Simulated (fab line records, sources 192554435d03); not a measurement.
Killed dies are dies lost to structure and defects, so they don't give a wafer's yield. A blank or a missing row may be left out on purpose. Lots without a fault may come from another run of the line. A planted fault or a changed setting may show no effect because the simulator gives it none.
Chamber matching | flow n5_finfet | N5_BEOL_M5_ALD_86 on ald_metal-03: 4 sister chambers
The step deposits TaN, pulse time 2 s, purge time 3 s, co reactant purge time 2 s. 8 wafers are shown with their chamber, then 10 later ones without.

WAFERS WITH THEIR CHAMBER
wafer  | chamber | heater_power_w (W) | precursor_vessel_pressure_torr (Torr)
L082.3 | 0       | 430                | 26.13
L084.1 | 3       | 409                | 26.25
L084.2 | 0       | 423                | 26.21
L087.2 | 3       | 406                | 26.22
L087.3 | 1       | 351                | 26.24
L087.5 | 2       | 399                | 26.24
L089.2 | 2       | 393                | 26.30
L089.4 | 1       | 347                | 26.36

WAFERS WITHOUT THEIR CHAMBER
wafer  | heater_power_w (W) | precursor_vessel_pressure_torr (Torr)
L089.5 | 405                | 26.26
L092.1 | 434                | 26.27
L092.2 | 390                | 26.22
L092.5 | 352                | 26.11
L091.1 | 398                | 26.19
L091.4 | 428                | 26.26
L091.6 | 396                | 26.24
L097.4 | 390                | 26.23
L097.5 | 436                | 26.30
L097.6 | 408                | 26.25

WHICH CHAMBER EACH WENT THROUGH
wafer  | from the rows above     | in truth
L089.5 | can't be placed: 3 or 2 | 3
L092.1 | 0                       | 0
L092.2 | 2                       | 2
L092.5 | 1                       | 1
L091.1 | can't be placed: 2 or 3 | 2
L091.4 | 0                       | 0
L091.6 | 2                       | 2
L097.4 | 2                       | 2
L097.5 | 0                       | 0
L097.6 | 3                       | 3
Placed correctly: 8 of 10. Can't be placed from these rows: 2 (the true chamber is among the candidates in 2). Placed wrongly: 0.
How it was worked out, from the rows above alone: a wafer's distance from a chamber is the root of the sum, over the readings, of the square of ((its reading less the chamber's mean) divided by the reading's scatter). The wafer belongs to the nearest chamber; if the next one is less than 2 further off, it can't be placed. A chamber's mean is the mean of its shown wafers. The scatter: the root of (the sum of the squares of (reading less its chamber's mean) over the shown wafers, divided by (wafers less chambers)).
